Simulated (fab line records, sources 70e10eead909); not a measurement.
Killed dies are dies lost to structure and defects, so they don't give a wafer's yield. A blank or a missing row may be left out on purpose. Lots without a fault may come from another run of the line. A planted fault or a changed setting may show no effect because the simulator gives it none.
Chamber matching | flow nand_harc | NHARC_A_CHANNEL_FILL_D1_ALD_25 on ald_hk-03: 4 sister chambers
The step deposits SiOx, target thk 60 nm, pulse time 10 s, ald cycles 600. 4 wafers are shown with their chamber, then 8 later ones without.

WAFERS WITH THEIR CHAMBER
wafer  | chamber | heater_power_w (W)
L079.2 | 1       | 455
L086.1 | 3       | 468
L086.6 | 0       | 387
L092.1 | 2       | 461

WAFERS WITHOUT THEIR CHAMBER
wafer  | heater_power_w (W)
L092.3 | 462
L092.4 | 452
L090.2 | 459
L090.5 | 449
L090.6 | 464
L094.2 | 446
L094.1 | 444
L094.4 | 486

WHICH CHAMBER EACH WENT THROUGH
wafer  | from the rows above          | in truth
L092.3 | can't be placed: 2 or 3 or 1 | 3
L092.4 | can't be placed: 1 or 2 or 3 | 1
L090.2 | can't be placed: 2 or 1 or 3 | 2
L090.5 | can't be placed: 1 or 2 or 3 | 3
L090.6 | can't be placed: 2 or 3 or 1 | 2
L094.2 | can't be placed: 1 or 2 or 3 | 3
L094.1 | can't be placed: 1 or 2 or 3 | 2
L094.4 | can't be placed: 3 or 2 or 1 | 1
Placed correctly: 0 of 8. Can't be placed from these rows: 8 (the true chamber is among the candidates in 8). Placed wrongly: 0.
How it was worked out, from the rows above alone: a wafer's distance from a chamber is the root of the sum, over the readings, of the square of ((its reading less the chamber's mean) divided by the reading's scatter). The wafer belongs to the nearest chamber; if the next one is less than 2 further off, it can't be placed. A chamber's mean is the mean of its shown wafers. The scatter: with one shown wafer a chamber, the root of the mean of the squares of how far each hidden wafer lies from its nearest shown one.
